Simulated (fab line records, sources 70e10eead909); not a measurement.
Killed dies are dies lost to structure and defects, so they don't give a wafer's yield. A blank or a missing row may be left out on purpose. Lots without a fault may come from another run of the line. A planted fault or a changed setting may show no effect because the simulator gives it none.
Chamber matching | flow nand_harc | NHARC_A_STAIRCASE_DEP_417 on pecvd-01: 3 sister chambers
The step deposits Si3N4, target thk 60 nm. 6 wafers are shown with their chamber, then 10 later ones without.

WAFERS WITH THEIR CHAMBER
wafer  | chamber | heater_power_w (W) | heater_power_outer_w (W)
L087.4 | 1       | 578                | 340
L088.2 | 2       | 589                | 401
L088.3 | 0       | 809                | 541
L088.6 | 2       | 593                | 402
L090.1 | 0       | 873                | 542
L090.3 | 1       | 652                | 370

WAFERS WITHOUT THEIR CHAMBER
wafer  | heater_power_w (W) | heater_power_outer_w (W)
L090.6 | 885                | 525
L091.1 | 611                | 359
L091.4 | 547                | 376
L091.6 | 937                | 569
L092.1 | 884                | 532
L092.3 | 506                | 328
L092.4 | 630                | 349
L096.2 | 507                | 336
L096.4 | 651                | 384
L096.5 | 515                | 340

WHICH CHAMBER EACH WENT THROUGH
wafer  | from the rows above     | in truth
L090.6 | 0                       | 0
L091.1 | 1                       | 1
L091.4 | can't be placed: 2 or 1 | 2
L091.6 | 0                       | 0
L092.1 | 0                       | 0
L092.3 | 1                       | 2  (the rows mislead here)
L092.4 | 1                       | 1
L096.2 | 1                       | 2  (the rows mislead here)
L096.4 | can't be placed: 2 or 1 | 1
L096.5 | 1                       | 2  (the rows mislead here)
Placed correctly: 5 of 10. Can't be placed from these rows: 2 (the true chamber is among the candidates in 2). Placed wrongly: 3.
How it was worked out, from the rows above alone: a wafer's distance from a chamber is the root of the sum, over the readings, of the square of ((its reading less the chamber's mean) divided by the reading's scatter). The wafer belongs to the nearest chamber; if the next one is less than 2 further off, it can't be placed. A chamber's mean is the mean of its shown wafers. The scatter: the root of (the sum of the squares of (reading less its chamber's mean) over the shown wafers, divided by (wafers less chambers)).
